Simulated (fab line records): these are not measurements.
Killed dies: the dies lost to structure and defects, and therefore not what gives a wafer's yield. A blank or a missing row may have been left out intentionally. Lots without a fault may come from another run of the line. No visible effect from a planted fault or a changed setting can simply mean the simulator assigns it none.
A lot that was struck, set against a sound lot :: flow nandHarc :: 15 out of 1302 route steps
Sound: wafers L867.2, L867.3, L867.5. Wafers struck: L851.1, L851.3, L851.6. At the end, the cause is stated.
For every step that has rows: the tool of each side, followed by ch and its chambers, followed by its first start. Under that, the readings that differ: sound wafers :: struck wafers :: difference of the means :: sigmas: that difference in standard deviations of wafers without a fault.
alike: readings whose means differ by less than 2 such deviations, and words and numbers that are the same on both sides. not compared: withheld readings, readings that some wafer has no value for, bounds like >300 that may hide the same value, and numbers for which the record gives no deviation and whose values overlap.
Wherever a step has rows on one side only, a row that says differs or no value, or a row with sigmas, the two part there. Numbers that have no deviation but don't overlap get no sigmas and don't part them. A reading missing from all wafers of one side parts the sides only when that side holds two or more wafers.

NHARC_A_CONTACT_CD_MEAS_69 targets a cd of 300 nm.
  sound on cdSem-02 ch 0, day 30 05:34; struck on cdSem-01 ch 0, day 23 00:03
  alike: cdNm
NHARC_A_CONTACT_OVL_MEAS_70:
  sound on overlay-01, day 30 05:38; struck on overlay-02, day 23 00:08
  alike: overlayXNm, overlayYNm
NHARC_A_CONTACT_INSPECT_71:
  sound on defectInspect-02, day 30 05:41; struck on defectInspect-01, day 23 00:11
reading: rawDefectCount
sound: 37 33 32
struck: 104 109 115
difference: +75
sigmas: +2
then, 1 step without rows for these wafers: NHARC_A_CONTACT_DESCUM_74 (chemistry O2, time 3 s).
NHARC_A_CONTACT_ETCH_75: etches the open film in CF4, target depth 39 nm, time 65 s.
  sound on rieDiel-09 ch 1,3, day 30 05:50; struck on rieDiel-09 ch 0,3, day 23 00:20
reading: cf4FlowSccm (sccm)
sound: 149.3 149.7 148.9
struck: 150.7 150.1 150.6
difference: +1.2
sigmas: +3
  alike: biasW, drypumpMotorCurrentA, oesProductAu, rfFwdPowerW, rfVppV, showerheadPlenumPTorr, throttleValvePct
  not compared: rfHoursCounterH
NHARC_A_CONTACT_ETCH_76: etches the open film in N2/H2, target depth 260 nm, time 475.3 s.
  sound on rieDiel-09 ch 0,2,3; struck on rieDiel-09 ch 2,3
  alike: biasW, chamberPressureMTorr, drypumpMotorCurrentA, oesProductAu, rfFwdPowerW, rfVppV, showerheadPlenumPTorr, throttleValvePct
  not compared: rfHoursCounterH
NHARC_A_CONTACT_ETCH_77: etches the open film in CF4/CHF3, target depth 108.9 nm, time 54.5 s.
  sound on rieDiel-09 ch 1,2; struck on rieDiel-09 ch 1,3
  alike: biasW, cf4FlowSccm, drypumpMotorCurrentA, oesProductAu, rfFwdPowerW, rfVppV, showerheadPlenumPTorr, throttleValvePct
  not compared: rfHoursCounterH
then, 4 steps without rows for these wafers: NHARC_A_CONTACT_ETCH_78 (etches the open film in O2/COS, target depth 5300 nm, time 1378 s); NHARC_A_CONTACT_ETCH_124 (etches the open film in C4F8/O2/Ar, time 140 s, target depth 700 nm); NHARC_A_CONTACT_ETCH_125 (etches the open film in C4F8/O2/Ar, time 197 s, target depth 1918 nm); NHARC_A_CONTACT_ETCH_126 (etches the open film in C4F8/O2/Ar, time 197 s, target depth 1918 nm).
NHARC_A_CONTACT_ETCH_127: etches the open film in C4F8/O2/Ar, time 197 s, target depth 1918 nm.
  sound on harCapEtch-03 ch 0,1, day 30 07:52; struck on harCapEtch-03 ch 0,1, day 23 02:22
  alike: chamberPressureMTorr, oesAirLineAu
  not compared: rfHoursCounterH
NHARC_A_CONTACT_ETCH_128: etches the open film in C4F8/O2/Ar, time 197 s, target depth 1918 nm.
  sound on harCapEtch-03 ch 0,1, day 30 08:02; struck on harCapEtch-03 ch 0,1, day 23 02:32
  no value came back on the struck wafers for chamberPressureMTorr (mTorr), oesAirLineAu (a.u.), timeS (s); on the sound wafers chamberPressureMTorr (mTorr) reads 19.995 19.985 20.011
  not compared: rfHoursCounterH
NHARC_A_CONTACT_ETCH_129: etches the open film in C4F8/O2/Ar, time 197 s, target depth 1918 nm.
  sound on harCapEtch-03 ch 0,1, day 30 08:13; struck on harCapEtch-03 ch 0,1, day 23 02:43
  alike: chamberPressureMTorr, oesAirLineAu
  not compared: rfHoursCounterH
-- jump in the record: it breaks off in module A_CONTACT and resumes in module END (first step shown: number 1302 of the route), and 2 days separate the struck wafers' starts before and after --
NHARC_END_SORT_01:
  sound on prober-01 ch 0, day 32 21:41; struck on prober-01 ch 0, day 25 10:44
reading: hold
sound: - - -
struck: awaitDispo/0.9h/scrap awaitDispo/0.9h/scrap awaitDispo/0.9h/scrap
difference: no value on the sound wafers
sigmas: 

reading: killedAtArray
sound: 32 31 38
struck: 675 675 671
difference: +640
sigmas: +38

reading: killedDies
sound: 34 33 41
struck: 677 677 677
difference: +641
sigmas: +38
  alike: killedAtOther, killedAtPeriphery, killedOpen, killedShort

== WHERE THEY PART ==
Earliest at NHARC_A_CONTACT_INSPECT_71; latest, in this record, at NHARC_END_SORT_01.

WHY: the cause the simulator had injected
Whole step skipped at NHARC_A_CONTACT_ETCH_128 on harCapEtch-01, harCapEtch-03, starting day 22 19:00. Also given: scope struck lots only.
